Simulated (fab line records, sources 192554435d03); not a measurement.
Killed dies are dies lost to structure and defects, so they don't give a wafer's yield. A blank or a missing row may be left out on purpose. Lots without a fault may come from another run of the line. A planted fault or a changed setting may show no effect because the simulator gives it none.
Chamber matching | flow n5_finfet | N5_FIN_SAQP_ALD_61 on ald_sin-02: 4 sister chambers
The step deposits SiO2, target thk 4 nm, pulse time 1 s, purge time 2 s. 14 wafers are shown with their chamber, then 7 later ones without.

WAFERS WITH THEIR CHAMBER
wafer  | chamber | heater_power_w (W) | precursor_pulse_height_rel
L074.2 | 0       | 506                | 1.016
L074.3 | 2       | 493                | 1.009
L074.6 | 2       | 486                | 0.966
L075.1 | 2       | 484                | 0.989
L075.2 | 3       | 423                | 0.979
L075.3 | 0       | 504                | 0.998
L076.1 | 1       | 478                | 1.010
L076.3 | 2       | 498                | 0.937
L076.4 | 3       | 435                | 1.029
L082.3 | 0       | 508                | 0.993
L082.4 | 1       | 456                | 0.980
L082.5 | 0       | 499                | 0.994
L085.3 | 0       | 496                | 1.010
L085.4 | 1       | 458                | 0.990

SIGNATURES (means of the wafers above)
reading                    | chamber 0 | chamber 1 | chamber 2 | chamber 3 | scatter within a chamber
heater_power_w             | 502.60    | 464.00    | 490.25    | 429.00    | 7.69
precursor_pulse_height_rel | 1.00220   | 0.99333   | 0.97525   | 1.00400   | 0.0224
Rule: a wafer's distance from a chamber is the root of the sum, over the readings, of the square of ((its reading less the chamber's mean) divided by the reading's scatter). The wafer belongs to the nearest chamber; if the next one is less than 2 further off, it can't be placed. The scatter: the root of (the sum of the squares of (reading less its chamber's mean) over the shown wafers, divided by (wafers less chambers)).

WAFERS WITHOUT THEIR CHAMBER
wafer  | heater_power_w (W) | precursor_pulse_height_rel
L085.6 | 484                | 1.002
L093.1 | 493                | 0.986
L093.2 | 499                | 1.014
L093.3 | 468                | 1.004
L093.4 | 428                | 0.991
L093.5 | 496                | 0.984
L093.6 | 439                | 0.998

WHICH CHAMBER EACH WENT THROUGH
wafer  | from the rows above          | in truth
L085.6 | can't be placed: 2 or 0 or 1 | 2
L093.1 | can't be placed: 2 or 0      | 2
L093.2 | can't be placed: 0 or 2      | 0
L093.3 | 1                            | 1
L093.4 | 3                            | 3
L093.5 | can't be placed: 2 or 0      | 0
L093.6 | can't be placed: 3 or 1      | 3
Placed correctly: 2 of 7. Can't be placed from these rows: 5 (the true chamber is among the candidates in 5). Placed wrongly: 0.
